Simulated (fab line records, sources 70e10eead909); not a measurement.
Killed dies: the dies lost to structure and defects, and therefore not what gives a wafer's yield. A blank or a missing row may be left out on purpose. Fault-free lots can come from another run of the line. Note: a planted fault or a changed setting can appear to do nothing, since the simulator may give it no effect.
fab line records	flow nandHarc
record: lots: 13	wafers: 39	lastDay: 33
route steps=1302 shown P_ZERO_WELL@26 P_GATE@146
lots that met no fault: from a run of the same line without faults
startH: hours from the record's first day to the start of the lot's first wafer shown	waitH: time in hours since the lot's previous step	" the same as in the row above	L1.1+2: a row that stands for several wafers	- no value present, or no start provided	* or withheld: withheld	< > ~ a bound
route shown NAME@n: names a module that has steps shown in the file, with the first one's number in the route	usual: mean and standard deviation over wafers with no fault	same: alike in all rows	chamber/n: place in a boat	sites: each site's reading	_std_site: how widely they spread, as a standard deviation	_edge_site: inner sites' mean taken away from outer sites' mean	radiusMm: for every site, how far away it sits from the centre of the wafer	mask NAME#n: copy n	behind: the last tool/chamber to shape the wafer	hold: the reason the lot was held/the length of the hold in hours/how it ended	device: whichever transistor did not switch (one of n, p or np)	end of line: at the end of the route, the tests of the same wafers	step lacking rows: just its recipe	killed: count of dies lost to structure and defects at first sort (not the wafer's yield)	map: per-die view of a wafer (x killed, . not killed, _ where there is no die)
set.NAME: the setting that was run; set.NAME@STEP: the one run at that earlier step	model.NAME: the simulator's own value behind a step, which no gauge read
a sample of lots followed through the steps of the route, with each step as a table and each wafer as a row
services: the hour from which a tool's chamber was out of use, counted from the record's first day as startH (under 0 if before that day), plus the number of hours and why
== steps ==
step: NHARC_P_ZERO_WELL_EXPOSE_21
recipe: na: 0.6	targetCdNm: 720	doseMj: 22.31	maskId: P_NWELL
usual: focusOffsetNm: 0.0/0.46	stageVelMmS: 499.98/0.22
lot.wafer	tool	chamber	startH	waitH	mask	focusOffsetNm	stageVelMmS
L671.3	krfScanner-02	0	22.32	-	P_NWELL#0	0.0	500.16
L671.4	"	0	"	"	P_NWELL#0	0.5	500.02
L671.6	"	0	"	"	P_NWELL#0	0.3	499.81
L672.3	krfScanner-01	0	32.37	-	P_NWELL#0	0.9	500.27
L672.4	"	0	"	"	P_NWELL#0	0.5	500.27
L672.5	"	0	"	"	P_NWELL#0	0.6	500.15
L674.1	krfScanner-01	0	52.85	-	P_NWELL#0	0.1	499.59
L674.4	"	0	"	"	P_NWELL#0	0.0	499.87
L674.6	"	0	"	"	P_NWELL#0	-0.6	499.75
L675.1	krfScanner-03	0	62.57	-	P_NWELL#0	0.2	499.73
L675.5	"	0	"	"	P_NWELL#0	0.1	499.58
L675.6	"	0	"	"	P_NWELL#0	0.4	499.96
L677.1	krfScanner-03	0	82.42	-	P_NWELL#0	-0.5	500.06
L677.4	"	0	"	"	P_NWELL#0	0.6	500.04
L677.5	"	0	"	"	P_NWELL#0	-0.5	499.90
L678.2	krfScanner-02	0	92.46	-	P_NWELL#0	0.4	500.01
L678.3	"	0	"	"	P_NWELL#0	-0.1	499.82
L678.6	"	0	"	"	P_NWELL#0	-0.1	500.11
L679.1	krfScanner-02	0	102.31	-	P_NWELL#0	0.2	500.35
L679.2	"	0	"	"	P_NWELL#0	0.4	499.57
L679.4	"	0	"	"	P_NWELL#0	-0.2	500.10
L680.3	krfScanner-01	0	112.51	-	P_NWELL#0	0.3	499.78
L680.5	"	0	"	"	P_NWELL#0	0.0	499.85
L680.6	"	0	"	"	P_NWELL#0	-0.1	499.86
L681.4	krfScanner-03	0	122.46	-	P_HVPW#0	-1.4	499.74
L681.5	"	0	"	"	P_HVPW#0	-1.0	499.89
L681.6	"	0	"	"	P_HVPW#0	-0.1	499.92
L690.1	krfScanner-03	0	212.59	-	P_NWELL#0	0.1	499.81
L690.2	"	0	"	"	P_NWELL#0	0.2	500.07
L690.6	"	0	"	"	P_NWELL#0	-0.6	499.80
L691.2	krfScanner-03	0	222.46	-	P_NWELL#0	0.5	499.82
L691.3	"	0	"	"	P_NWELL#0	0.4	500.11
L691.6	"	0	"	"	P_NWELL#0	0.1	499.84
L692.2	krfScanner-03	0	232.26	-	P_NWELL#0	0.1	499.99
L692.3	"	0	"	"	P_NWELL#0	-0.2	499.86
L692.4	"	0	"	"	P_NWELL#0	0.8	499.69
L693.1	krfScanner-01	0	242.47	-	P_NWELL#0	-0.1	500.08
L693.2	"	0	"	"	P_NWELL#0	-0.1	499.90
L693.3	"	0	"	"	P_NWELL#0	0.2	500.13
step: NHARC_P_ZERO_WELL_CD_MEAS_24
recipe: targetCdNm: 720	landingEnergyEv: 500
usual: cdNm: 720.0/1.6
lot.wafer	tool	chamber	startH	waitH	cdNm
L671.3	cdSem-01	0	22.47	-	720.1
L671.4	"	0	"	"	720.5
L671.6	"	0	"	"	720.2
L672.3	cdSem-01	0	32.52	-	718.2
L672.4	"	0	"	"	720.8
L672.5	"	0	"	"	720.3
L674.1	cdSem-01	0	53.01	-	722.5
L674.4	"	0	"	"	720.1
L674.6	"	0	"	"	720.6
L675.1	cdSem-01	0	62.72	-	721.2
L675.5	"	0	"	"	718.8
L675.6	"	0	"	"	720.6
L677.1	cdSem-02	0	82.58	-	720.1
L677.4	"	0	"	"	720.1
L677.5	"	0	"	"	718.5
L678.2	cdSem-02	0	92.61	-	719.9
L678.3	"	0	"	"	719.1
L678.6	"	0	"	"	721.8
L679.1	cdSem-03	0	102.46	-	718.6
L679.2	"	0	"	"	719.0
L679.4	"	0	"	"	719.2
L680.3	cdSem-03	0	112.66	-	717.5
L680.5	"	0	"	"	718.9
L680.6	"	0	"	"	717.9
L681.4	cdSem-03	0	122.60	-	-
L681.5	"	0	"	"	-
L681.6	"	0	"	"	-
L690.1	cdSem-02	0	212.75	-	719.5
L690.2	"	0	"	"	719.1
L690.6	"	0	"	"	720.0
L691.2	cdSem-03	0	222.61	-	719.5
L691.3	"	0	"	"	721.0
L691.6	"	0	"	"	718.6
L692.2	cdSem-01	0	232.41	-	722.5
L692.3	"	0	"	"	723.3
L692.4	"	0	"	"	724.2
L693.1	cdSem-03	0	242.62	-	718.8
L693.2	"	0	"	"	719.2
L693.3	"	0	"	"	719.7
step: NHARC_P_GATE_HM_OPEN_105
recipe: targetDepthA: 3600	o2FlowSccm: 400	cosFlowSccm: 20	arFlowSccm: 0	rfW: 500	biasW: 300	chemistry: O2/COS
usual: drypumpMotorCurrentA: 5.6/0.41	oesProductAu: 1.000/0.0067	rfVppV: 467.9/3	showerheadPlenumPTorr: 3.15/0.14	throttleValvePct: 28.330/0.008
lot.wafer	tool	chamber	startH	waitH	drypumpMotorCurrentA	oesProductAu	rfHoursCounterH	rfVppV	showerheadPlenumPTorr	throttleValvePct
L671.4	rieDiel-07	3	-	-	5.8	0.996	7.6	473.3	3.34	28.329
L671.3	"	0	"	"	5.2	0.994	7.3	467.6	3.15	28.331
L671.6	"	1	"	"	5.4	1.000	-	470.2	3.28	28.324
L672.4	rieDiel-07	3	-	-	5.8	1.005	7.7	471.3	3.34	28.321
L672.3	"	0	"	"	5.2	1.005	7.3	468.8	3.15	28.312
L672.5	"	2	"	"	5.7	1.000	-	471.9	3.34	28.331
L674.4	rieDiel-03	3	-	-	6.2	0.995	1.3	468.7	3.18	28.333
L674.1	"	0	"	"	5.0	1.000	0.9	468.0	3.17	28.314
L674.6	"	3	"	"	6.3	0.984	-	469.2	3.18	28.328
L675.1	rieDiel-07	1	-	-	5.4	0.997	1.2	470.5	3.28	28.342
L675.5	"	0	"	"	5.2	0.990	-	467.4	3.15	28.326
L675.6	"	1	"	"	5.4	0.995	-	471.7	3.28	28.316
L677.1	rieDiel-12	3	-	-	5.9	1.003	3.7	468.9	3.21	28.321
L677.4	"	0	"	"	6.0	0.993	3.0	463.5	2.97	28.323
L677.5	"	0	"	"	6.0	0.994	-	463.6	2.97	28.328
L678.3	rieDiel-03	2	-	-	5.3	1.005	2.9	469.8	3.24	28.327
L678.2	"	3	"	"	6.3	1.002	2.6	468.2	3.18	28.323
L678.6	"	1	"	"	5.8	0.992	-	462.4	2.92	28.339
L679.4	rieDiel-03	3	-	-	6.3	1.000	2.7	468.4	3.18	28.339
L679.1	"	0	"	"	5.0	1.001	2.4	467.5	3.17	28.338
L679.2	"	2	"	"	5.3	1.005	3.1	470.2	3.24	28.330
L680.3	rieDiel-12	2	-	-	5.5	0.993	5.5	471.0	3.29	28.332
L680.6	"	0	"	"	6.0	1.002	-	464.4	2.97	28.332
L680.5	"	1	"	"	5.3	0.993	-	464.5	2.97	28.322
L690.1	rieDiel-12	2	-	-	5.5	1.006	0.3	469.6	3.29	28.329
L690.2	"	0	"	"	6.0	1.002	0.3	463.6	2.96	28.335
L690.6	"	2	"	"	5.5	1.005	-	471.0	3.29	28.333
L691.2	rieDiel-03	3	-	-	6.2	0.999	0.2	469.4	3.18	28.318
L691.3	"	1	"	"	5.7	1.002	0.2	462.4	2.91	28.336
L691.6	"	1	"	"	5.8	1.002	-	461.9	2.91	28.326
L692.2	rieDiel-12	2	-	-	5.5	1.003	1.9	470.2	3.29	28.329
L692.4	"	3	"	"	6.0	1.003	2.0	468.5	3.20	28.317
L692.3	"	1	"	"	5.2	1.001	1.5	464.6	2.97	28.325
L693.3	rieDiel-07	3	-	-	5.8	0.990	0.1	471.9	3.34	28.343
L693.1	"	0	"	"	5.2	1.019	0.2	467.5	3.14	28.336
L693.2	"	1	"	"	5.4	0.998	0.2	470.5	3.27	28.323
step: NHARC_P_GATE_ETCH_114
recipe: targetDepthA: 300	overetchA: 30	timeS: 16.5	ionEnergyEv: 100	cf4FlowSccm: 80	o2FlowSccm: 20	arFlowSccm: 0	rfW: 300	biasW: 100	chemistry: CF4/O2
usual: drypumpMotorCurrentA: 5.6/0.38	oesProductAu: 0.998/0.0075	rfVppV: 198.2/1.5	showerheadPlenumPTorr: 1.35/0.06	throttleValvePct: 13.397/0.0083
lot.wafer	tool	chamber	startH	waitH	drypumpMotorCurrentA	oesProductAu	rfHoursCounterH	rfVppV	showerheadPlenumPTorr	throttleValvePct
L671.4	rieDiel-07	0	-	-	5.2	1.023	7.3	197.2	1.35	13.391
L671.3	"	2	"	"	5.7	1.010	7.8	200.5	1.43	13.391
L671.6	"	0	"	"	5.2	1.006	-	198.2	1.35	13.408
L672.3	rieDiel-07	0	-	-	5.2	0.995	7.4	197.9	1.35	13.414
L672.4	"	1	"	"	5.4	1.004	7.3	199.7	1.41	13.398
L672.5	"	3	"	"	5.8	0.998	-	199.4	1.43	13.412
L674.1	rieDiel-03	0	-	-	5.0	1.005	1.0	199.1	1.36	13.397
L674.4	"	1	"	"	5.8	1.000	1.0	195.8	1.24	13.394
L674.6	"	0	"	"	4.9	1.000	-	196.9	1.36	13.387
L675.1	rieDiel-07	1	-	-	5.4	0.989	1.3	200.8	1.40	13.413
L675.6	"	1	"	"	5.4	0.993	-	198.7	1.40	13.404
L675.5	"	0	"	"	5.2	1.001	-	199.0	1.35	13.400
L677.1	rieDiel-12	1	-	-	5.2	1.003	3.9	195.4	1.27	13.393
L677.4	"	2	"	"	5.5	0.990	4.6	199.1	1.41	13.387
L677.5	"	2	"	"	5.5	0.997	-	199.1	1.41	13.383
L678.3	rieDiel-03	1	-	-	5.7	0.985	2.7	195.0	1.24	13.398
L678.2	"	0	"	"	5.0	0.990	2.3	198.5	1.36	13.398
L678.6	"	2	"	"	5.3	0.997	-	200.5	1.39	13.392
L679.4	rieDiel-03	3	-	-	6.3	1.004	2.7	197.5	1.36	13.415
L679.2	"	0	"	"	4.9	1.003	2.5	198.4	1.36	13.402
L679.1	"	1	"	"	5.8	0.984	2.9	196.2	1.24	13.402
L680.3	rieDiel-12	0	-	-	6.0	0.981	3.8	195.8	1.27	13.397
L680.6	"	1	"	"	5.3	1.010	-	196.0	1.27	13.402
L680.5	"	2	"	"	5.5	0.999	-	199.5	1.41	13.403
L690.1	rieDiel-12	0	-	-	6.0	1.000	0.3	196.0	1.27	13.414
L690.2	"	2	"	"	5.5	1.000	0.4	199.7	1.41	13.390
L690.6	"	0	"	"	6.0	0.996	-	197.2	1.27	13.396
L691.2	rieDiel-03	2	-	-	5.3	1.000	0.2	199.7	1.39	13.398
L691.3	"	3	"	"	6.3	1.006	0.2	197.3	1.36	13.396
L691.6	"	1	"	"	5.8	1.003	-	195.9	1.24	13.391
L692.4	rieDiel-12	2	-	-	5.5	0.994	2.0	198.8	1.41	13.408
L692.3	"	3	"	"	5.9	0.997	2.1	199.1	1.37	13.404
L692.2	"	1	"	"	5.2	0.991	1.5	196.1	1.27	13.381
L693.2	rieDiel-07	3	-	-	5.8	0.984	0.2	200.6	1.43	13.393
L693.3	"	1	"	"	5.4	0.991	0.2	200.8	1.40	13.387
L693.1	"	2	"	"	5.8	0.996	0.2	199.7	1.43	13.399
step: NHARC_P_GATE_ETCH_32
recipe: targetDepthA: 1500	overEtchFrac: 1	overEtchIonEnergyEv: 40	timeS: 100.1	hbrFlowSccm: 150	cl2FlowSccm: 50	rfW: 400	icpW: 400	biasW: 100	chemistry: HBr/Cl2
usual: drypumpMotorCurrentA: 5.9/0.52	mfcCl2Sccm: 50.01/0.16	oesProductAu: 1.001/0.0069	throttleValvePct: 26.405/0.0082
lot.wafer	tool	chamber	startH	waitH	drypumpMotorCurrentA	mfcCl2Sccm	oesProductAu	rfHoursCounterH	throttleValvePct
L671.3	rieSi-01	0	100.09	-	5.7	50.18	1.011	0.6	26.400
L671.4	"	2	"	"	6.1	50.03	1.003	0.6	26.388
L671.6	"	1	"	"	6.2	50.06	1.002	-	26.399
L672.3	rieSi-06	0	106.91	-	6.3	50.05	1.008	0.1	26.404
L672.4	"	2	"	"	6.6	49.89	0.997	0.1	26.405
L672.5	"	3	"	"	4.9	50.03	0.991	-	26.401
L674.1	rieSi-01	2	126.73	-	6.1	50.17	1.002	0.7	26.414
L674.4	"	3	"	"	6.6	49.79	1.006	0.7	26.412
L674.6	"	1	"	"	6.2	49.86	0.998	-	26.415
L675.1	rieSi-06	0	140.38	-	6.3	49.90	1.012	0.3	26.399
L675.5	"	3	"	"	5.0	49.89	0.995	-	26.406
L675.6	"	0	"	"	6.3	50.13	1.013	-	26.396
L677.4	rieSi-04	2	156.20	-	5.4	50.23	1.001	0.9	26.409
L677.1	"	1	"	"	5.5	50.08	1.003	0.9	26.399
L677.5	"	3	"	"	6.5	49.90	1.014	-	26.412
L678.3	rieSi-04	2	174.35	-	5.4	50.22	1.004	0.0	26.412
L678.2	"	0	"	"	5.9	50.07	0.985	0.0	26.419
L678.6	"	2	"	"	5.4	50.30	1.007	-	26.411
L679.4	rieSi-01	2	180.46	-	6.1	50.19	0.991	1.0	26.392
L679.2	"	0	"	"	5.7	50.21	1.007	1.1	26.412
L679.1	"	1	"	"	6.2	49.77	1.009	1.0	26.398
L680.3	rieSi-04	2	188.16	-	5.4	50.00	1.007	0.1	26.418
L680.6	"	1	"	"	5.5	50.08	0.997	-	26.418
L680.5	"	2	"	"	5.4	49.86	1.005	-	26.398
L690.1	rieSi-04	1	290.37	-	5.6	50.03	1.000	0.7	26.398
L690.2	"	2	"	"	5.4	50.17	1.007	0.8	26.407
L690.6	"	2	"	"	5.4	49.98	1.000	-	26.403
L691.3	rieSi-01	1	301.42	-	6.2	50.10	0.999	0.6	26.411
L691.2	"	0	"	"	5.7	49.66	0.996	0.7	26.403
L691.6	"	3	"	"	6.6	50.18	0.998	-	26.398
L692.4	rieSi-06	3	310.64	-	4.9	50.27	1.005	0.2	26.393
L692.2	"	1	"	"	5.5	49.99	0.993	0.3	26.405
L692.3	"	2	"	"	6.6	49.65	1.001	0.3	26.408
L693.2	rieSi-01	0	315.95	-	5.7	49.93	1.003	0.8	26.413
L693.1	"	1	"	"	6.2	49.92	0.992	0.7	26.419
L693.3	"	2	"	"	6.1	49.92	0.996	0.5	26.398
== services ==
tool	chamber	startH	hours	kind
rieDiel-07	1	3.30	5.4	repair
rieDiel-07	3	4.03	7.5	repair
rieDiel-07	-	11.78	0.9	repair
rieDiel-12	2	35.10	4.1	repair
rieDiel-12	3	59.51	11.3	repair
rieDiel-07	-	79.67	1.5	repair
rieDiel-12	0	82.30	4.3	repair
rieDiel-12	-	91.45	9.0	pm
rieDiel-03	-	104.30	9.0	pm
rieDiel-12	-	114.67	1.5	repair
rieDiel-07	-	117.20	9.0	pm
rieDiel-07	3	128.44	15.7	repair
rieDiel-07	2	135.98	10.6	repair
rieDiel-03	2	159.24	7.9	repair
rieDiel-03	3	224.14	8.0	repair
rieDiel-12	0	226.33	6.4	repair
rieDiel-03	1	252.92	2.5	repair
rieDiel-12	0	266.80	9.4	repair
rieDiel-12	-	268.45	9.0	pm
rieDiel-07	3	270.95	13.2	repair
rieDiel-03	-	281.30	9.0	pm
rieDiel-12	1	288.13	6.1	repair
rieDiel-07	-	294.20	9.0	pm
rieDiel-03	0	297.68	25.2	repair
== key ==
firstSign: step: NHARC_P_ZERO_WELL_EXPOSE_21	reading: mask	direction: changed
effect: step: NHARC_P_ZERO_WELL_CD_MEAS_24	reading: cdNm	direction: missing
metAt NHARC_P_ZERO_WELL_EXPOSE_21
struckLots L681
laterRowsLeftOut L681.4,L681.5,L681.6
sortLeftOut L681.4,L681.5,L681.6
testerLeftOut L681
notActingAt NHARC_P_GATE_HM_OPEN_105,NHARC_P_GATE_ETCH_114,NHARC_P_GATE_ETCH_32
onsetBetween 82.42 122.46
fault: kind: wrongMask	tool: any	chamber: -	onsetH: 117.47	steps: NHARC_P_ZERO_WELL_EXPOSE_21	auxCopy: P_HVPW#0	scope: struckLotsOnly
testerLeftOut: of these lots the tester's yield and bins aren't shown, on N5 and GAA mostly nor the transistor test; their killed dies are dies lost to structure and defects alone, not to doping, threshold or leakage, so they don't give the yield
sortLeftOut: the simulated sort isn't trusted on such a fault, so these wafers' sort isn't shown, and their yield isn't known
laterRowsLeftOut: the simulator's readings of these wafers behind a module that went badly wrong aren't trusted and aren't shown, but for the sort
